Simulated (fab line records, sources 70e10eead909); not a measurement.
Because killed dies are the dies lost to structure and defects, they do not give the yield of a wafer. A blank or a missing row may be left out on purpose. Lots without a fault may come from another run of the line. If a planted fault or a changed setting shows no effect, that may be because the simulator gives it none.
What tool caused it? :: flow nand harc :: Sampling: 12 lots, 36 wafers, 4 of 1302 route steps

WHAT THE GAUGES SHOWED, per wafer
The record lacks any reading of a measuring or inspecting step that a usual standard deviation could be used to judge.

WHICH TOOL RAN EACH LOT (tool, then ch and the chambers of the sampled wafers, then the start)
lot: L829
NHARC_A_CONTACT_ETCH_114: har cap etch-02 ch 0,1, day 22 03:22
NHARC_A_CONTACT_ETCH_115: har cap etch-02 ch 0,1, day 22 03:32
NHARC_A_CONTACT_ETCH_102: rie diel-13 ch 1,2, day 22 06:20
NHARC_A_CONTACT_DEP_58: pecvd-04 ch 0,1,2, day 22 13:38

lot: L830
NHARC_A_CONTACT_ETCH_114: har cap etch-01 ch 0,1, day 22 12:26
NHARC_A_CONTACT_ETCH_115: har cap etch-01 ch 0,1, day 22 12:36
NHARC_A_CONTACT_ETCH_102: rie diel-09 ch 1,2, day 22 15:23
NHARC_A_CONTACT_DEP_58: pecvd-02 ch 1,2, day 22 19:19

lot: L839
NHARC_A_CONTACT_ETCH_114: har cap etch-03 ch 0,1, day 25 20:11
NHARC_A_CONTACT_ETCH_115: har cap etch-03 ch 0,1, day 25 20:21
NHARC_A_CONTACT_ETCH_102: rie diel-13 ch 0,2,3, day 25 23:26
NHARC_A_CONTACT_DEP_58: pecvd-02 ch 0,1, day 26 03:17

lot: L838
NHARC_A_CONTACT_ETCH_114: har cap etch-03 ch 1, day 26 00:20
NHARC_A_CONTACT_ETCH_115: har cap etch-03 ch 1, day 26 00:31
NHARC_A_CONTACT_ETCH_102: rie diel-13 ch 0,1,2, day 26 03:22
NHARC_A_CONTACT_DEP_58: pecvd-02 ch 0,1,2, day 26 07:16

lot: L840
NHARC_A_CONTACT_ETCH_114: har cap etch-02 ch 0,1, day 26 15:26
NHARC_A_CONTACT_ETCH_115: har cap etch-02 ch 0,1, day 26 15:36
NHARC_A_CONTACT_ETCH_102: rie diel-05 ch 0,2,3, day 26 18:28
NHARC_A_CONTACT_DEP_58: pecvd-04 ch 0,1,2, day 26 22:29

lot: L843
NHARC_A_CONTACT_ETCH_114: har cap etch-02 ch 0,1, day 27 13:04
NHARC_A_CONTACT_ETCH_115: har cap etch-02 ch 0,1, day 27 13:14
NHARC_A_CONTACT_ETCH_102: rie diel-13 ch 1,3, day 27 16:38
NHARC_A_CONTACT_DEP_58: pecvd-03 ch 1,2, day 27 21:30

lot: L845
NHARC_A_CONTACT_ETCH_114: har cap etch-01 ch 0, day 29 05:08
NHARC_A_CONTACT_ETCH_115: har cap etch-01 ch 0, day 29 05:18
NHARC_A_CONTACT_ETCH_102: rie diel-05 ch 0,1,2, day 29 08:11
NHARC_A_CONTACT_DEP_58: pecvd-02 ch 1,2, day 29 16:54

lot: L847
NHARC_A_CONTACT_ETCH_114: har cap etch-03 ch 0,1, day 29 16:30
NHARC_A_CONTACT_ETCH_115: har cap etch-03 ch 0,1, day 29 16:40
NHARC_A_CONTACT_ETCH_102: rie diel-09 ch 0,2,3, day 29 19:29
NHARC_A_CONTACT_DEP_58: pecvd-04 ch 1,2, day 29 23:24

lot: L846
NHARC_A_CONTACT_ETCH_114: har cap etch-02 ch 0,1, day 29 17:40
NHARC_A_CONTACT_ETCH_115: har cap etch-02 ch 0,1, day 29 17:49
NHARC_A_CONTACT_ETCH_102: rie diel-05 ch 0,1,2, day 29 20:44
NHARC_A_CONTACT_DEP_58: pecvd-04 ch 0,1,2, day 30 02:07

lot: L849
NHARC_A_CONTACT_ETCH_114: har cap etch-03 ch 1, day 30 06:53
NHARC_A_CONTACT_ETCH_115: har cap etch-03 ch 1, day 30 07:03
NHARC_A_CONTACT_ETCH_102: rie diel-05 ch 0,1,3, day 30 10:04
NHARC_A_CONTACT_DEP_58: pecvd-04 ch 0,1, day 30 14:01

lot: L850
NHARC_A_CONTACT_ETCH_114: har cap etch-01 ch 0,1, day 30 11:14
NHARC_A_CONTACT_ETCH_115: har cap etch-01 ch 0,1, day 30 11:25
NHARC_A_CONTACT_ETCH_102: rie diel-09 ch 2,3, day 30 16:05
NHARC_A_CONTACT_DEP_58: pecvd-02 ch 1,2, day 30 20:01

lot: L851
NHARC_A_CONTACT_ETCH_114: har cap etch-02 ch 0,1, day 31 06:39
NHARC_A_CONTACT_ETCH_115: har cap etch-02 ch 0,1, day 31 06:49
NHARC_A_CONTACT_ETCH_102: rie diel-13 ch 2,3, day 31 09:39
NHARC_A_CONTACT_DEP_58: pecvd-04 ch 0,1, day 31 15:44
- NHARC_A_CONTACT_ETCH_114: etches the open film in C4F8/O2/Ar, time 190 s, target depth 1850 nm.
- NHARC_A_CONTACT_ETCH_115: etches the open film in C4F8/O2/Ar, time 190 s, target depth 1850 nm.
- NHARC_A_CONTACT_ETCH_102: etches the open film in CF4/O2, target depth 100 nm, overetch 10 nm, time 55 s.
- NHARC_A_CONTACT_DEP_58: deposits SiON, target thk 90 nm.

WHAT THE TOOLS THEMSELVES READ (means of the sampled wafers that have a number; where no wafer has one, the mark that the record gives instead)
NHARC_A_CONTACT_ETCH_114. Usual: chamber pressure mTorr reads 19.998 mTorr (standard deviation 0.02).
lot: L829
tool: har cap etch-02
chamber pressure mTorr (mTorr): 20.004
flag: 

lot: L830
tool: har cap etch-01
chamber pressure mTorr (mTorr): 19.995
flag: 

lot: L839
tool: har cap etch-03
chamber pressure mTorr (mTorr): 20.009
flag: 

lot: L838
tool: har cap etch-03
chamber pressure mTorr (mTorr): 19.978
flag: 

lot: L840
tool: har cap etch-02
chamber pressure mTorr (mTorr): 20.002
flag: 

lot: L843
tool: har cap etch-02
chamber pressure mTorr (mTorr): 20.000
flag: 

lot: L845
tool: har cap etch-01
chamber pressure mTorr (mTorr): 19.974
flag: 

lot: L847
tool: har cap etch-03
chamber pressure mTorr (mTorr): 20.000
flag: 

lot: L846
tool: har cap etch-02
chamber pressure mTorr (mTorr): 20.007
flag: 

lot: L849
tool: har cap etch-03
chamber pressure mTorr (mTorr): 19.999
flag: 

lot: L850
tool: har cap etch-01
chamber pressure mTorr (mTorr): 20.006
flag: 

lot: L851
tool: har cap etch-02
chamber pressure mTorr (mTorr): 20.014
flag: 

NHARC_A_CONTACT_ETCH_115. Usual: chamber pressure mTorr reads 20.000 mTorr (standard deviation 0.017).
lot: L829
tool: har cap etch-02
chamber pressure mTorr (mTorr): 19.991
flag: 

lot: L830
tool: har cap etch-01
chamber pressure mTorr (mTorr): 19.997
flag: 

lot: L839
tool: har cap etch-03
chamber pressure mTorr (mTorr): 20.006
flag: 

lot: L838
tool: har cap etch-03
chamber pressure mTorr (mTorr): 20.016
flag: 

lot: L840
tool: har cap etch-02
chamber pressure mTorr (mTorr): 19.995
flag: 

lot: L843
tool: har cap etch-02
chamber pressure mTorr (mTorr): 20.001
flag: 

lot: L845
tool: har cap etch-01
chamber pressure mTorr (mTorr): 20.006
flag: 

lot: L847
tool: har cap etch-03
chamber pressure mTorr (mTorr): 19.992
flag: 

lot: L846
tool: har cap etch-02
chamber pressure mTorr (mTorr): 20.004
flag: 

lot: L849
tool: har cap etch-03
chamber pressure mTorr (mTorr): 20.006
flag: 

lot: L850
tool: har cap etch-01
chamber pressure mTorr (mTorr): 19.979
flag: 

lot: L851
tool: har cap etch-02
chamber pressure mTorr (mTorr): 19.990
flag: 

NHARC_A_CONTACT_ETCH_102. Usual: chamber pressure mTorr 29.997 mTorr, standard deviation 0.028; drypump motor current A 5.6 A, standard deviation 0.38; oes product au 0.998 a.u., standard deviation 0.007; rf vpp V 197.7 V, standard deviation 1.1; showerhead plenum p Torr 1.32 Torr, standard deviation 0.041; throttle valve pct 13.398 %, standard deviation 0.0092.
lot: L829
tool: rie diel-13
chamber pressure mTorr (mTorr): 29.963
drypump motor current A (A): 5.6
oes product au (a.u.): 1.005
rf vpp V (V): 198.1
showerhead plenum p Torr (Torr): 1.33
throttle valve pct (%): 13.397
flag: 

lot: L830
tool: rie diel-09
chamber pressure mTorr (mTorr): 29.994
drypump motor current A (A): 5.6
oes product au (a.u.): 0.999
rf vpp V (V): 197.1
showerhead plenum p Torr (Torr): 1.31
throttle valve pct (%): 13.400
flag: 

lot: L839
tool: rie diel-13
chamber pressure mTorr (mTorr): 29.995
drypump motor current A (A): 5.7
oes product au (a.u.): 0.996
rf vpp V (V): 198.3
showerhead plenum p Torr (Torr): 1.34
throttle valve pct (%): 13.385
flag: 

lot: L838
tool: rie diel-13
chamber pressure mTorr (mTorr): 30.004
drypump motor current A (A): 5.7
oes product au (a.u.): 1.000
rf vpp V (V): 199.5
showerhead plenum p Torr (Torr): 1.33
throttle valve pct (%): 13.404
flag: 

lot: L840
tool: rie diel-05
chamber pressure mTorr (mTorr): 30.011
drypump motor current A (A): 5.6
oes product au (a.u.): 0.991
rf vpp V (V): 197.5
showerhead plenum p Torr (Torr): 1.32
throttle valve pct (%): 13.403
flag: 

lot: L843
tool: rie diel-13
chamber pressure mTorr (mTorr): 29.998
drypump motor current A (A): 5.4
oes product au (a.u.): 1.001
rf vpp V (V): 198.1
showerhead plenum p Torr (Torr): 1.30
throttle valve pct (%): 13.398
flag: 

lot: L845
tool: rie diel-05
chamber pressure mTorr (mTorr): 30.008
drypump motor current A (A): 5.3
oes product au (a.u.): 1.000
rf vpp V (V): 197.1
showerhead plenum p Torr (Torr): 1.30
throttle valve pct (%): 13.403
flag: 

lot: L847
tool: rie diel-09
chamber pressure mTorr (mTorr): 30.019
drypump motor current A (A): 5.8
oes product au (a.u.): 0.990
rf vpp V (V): 197.3
showerhead plenum p Torr (Torr): 1.30
throttle valve pct (%): 13.393
flag: 

lot: L846
tool: rie diel-05
chamber pressure mTorr (mTorr): 29.961
drypump motor current A (A): 5.3
oes product au (a.u.): 0.990
rf vpp V (V): 197.5
showerhead plenum p Torr (Torr): 1.30
throttle valve pct (%): 13.405
flag: 

lot: L849
tool: rie diel-05
chamber pressure mTorr (mTorr): 29.994
drypump motor current A (A): 5.8
oes product au (a.u.): 0.998
rf vpp V (V): 197.3
showerhead plenum p Torr (Torr): 1.33
throttle valve pct (%): 13.393
flag: 

lot: L850
tool: rie diel-09
chamber pressure mTorr (mTorr): 30.034
drypump motor current A (A): 5.6
oes product au (a.u.): 1.003
rf vpp V (V): 196.9
showerhead plenum p Torr (Torr): 1.29
throttle valve pct (%): 13.393
flag: 

lot: L851
tool: rie diel-13
chamber pressure mTorr (mTorr): 29.989
drypump motor current A (A): 5.6
oes product au (a.u.): 0.996
rf vpp V (V): 197.4
showerhead plenum p Torr (Torr): 1.34
throttle valve pct (%): 13.402
flag: 

NHARC_A_CONTACT_DEP_58. Usual: chamber pressure Torr 3.500 Torr, standard deviation 0.0078; heater power w 714 W, standard deviation 82; rf fwd power W 348.0 W, standard deviation 1.1.
lot: L829
tool: pecvd-04
chamber pressure Torr (Torr): 3.495
heater power w (W): 729
rf fwd power W (W): 347.5
flag: 

lot: L830
tool: pecvd-02
chamber pressure Torr (Torr): 3.501
heater power w (W): 698
rf fwd power W (W): 347.9
flag: 

lot: L839
tool: pecvd-02
chamber pressure Torr (Torr): 3.495
heater power w (W): 640
rf fwd power W (W): 404.7
flag: OFF

lot: L838
tool: pecvd-02
chamber pressure Torr (Torr): 3.504
heater power w (W): 684
rf fwd power W (W): 403.2
flag: OFF

lot: L840
tool: pecvd-04
chamber pressure Torr (Torr): 3.495
heater power w (W): 719
rf fwd power W (W): 348.6
flag: 

lot: L843
tool: pecvd-03
chamber pressure Torr (Torr): 3.500
heater power w (W): 575
rf fwd power W (W): 349.5
flag: 

lot: L845
tool: pecvd-02
chamber pressure Torr (Torr): 3.505
heater power w (W): 685
rf fwd power W (W): 347.9
flag: 

lot: L847
tool: pecvd-04
chamber pressure Torr (Torr): 3.496
heater power w (W): 716
rf fwd power W (W): 347.3
flag: 

lot: L846
tool: pecvd-04
chamber pressure Torr (Torr): 3.499
heater power w (W): 738
rf fwd power W (W): 348.9
flag: 

lot: L849
tool: pecvd-04
chamber pressure Torr (Torr): 3.501
heater power w (W): 738
rf fwd power W (W): 348.8
flag: 

lot: L850
tool: pecvd-02
chamber pressure Torr (Torr): 3.504
heater power w (W): 703
rf fwd power W (W): 347.2
flag: 

lot: L851
tool: pecvd-04
chamber pressure Torr (Torr): 3.501
heater power w (W): 815
rf fwd power W (W): 347.3
flag: 

THE ANSWER, worked out from the rows above alone
Rule: a lot is off if the mean of its wafers that have a number lies more than 3 standard deviations from the usual mean. Also off: a lot with no number at a reading for which 4 or more lots have one. All remaining lots with rows at the step are treated as sound. After the gauges, taken in route order, come the tools' own readings; for these a lot's mean is taken, as printed above. The first step at which some lot is off is used, and at that step the reading that is off furthest; a lot without a number counts as furthest.
Off at NHARC_A_CONTACT_DEP_58 (rf fwd power W): L839, L838.
A tool fits if, at that step or a process step before it, it ran every lot that is off, and no sound lot after the first of them. No candidate that was tried fits.

WHAT THE SIMULATOR HAD PUT IN
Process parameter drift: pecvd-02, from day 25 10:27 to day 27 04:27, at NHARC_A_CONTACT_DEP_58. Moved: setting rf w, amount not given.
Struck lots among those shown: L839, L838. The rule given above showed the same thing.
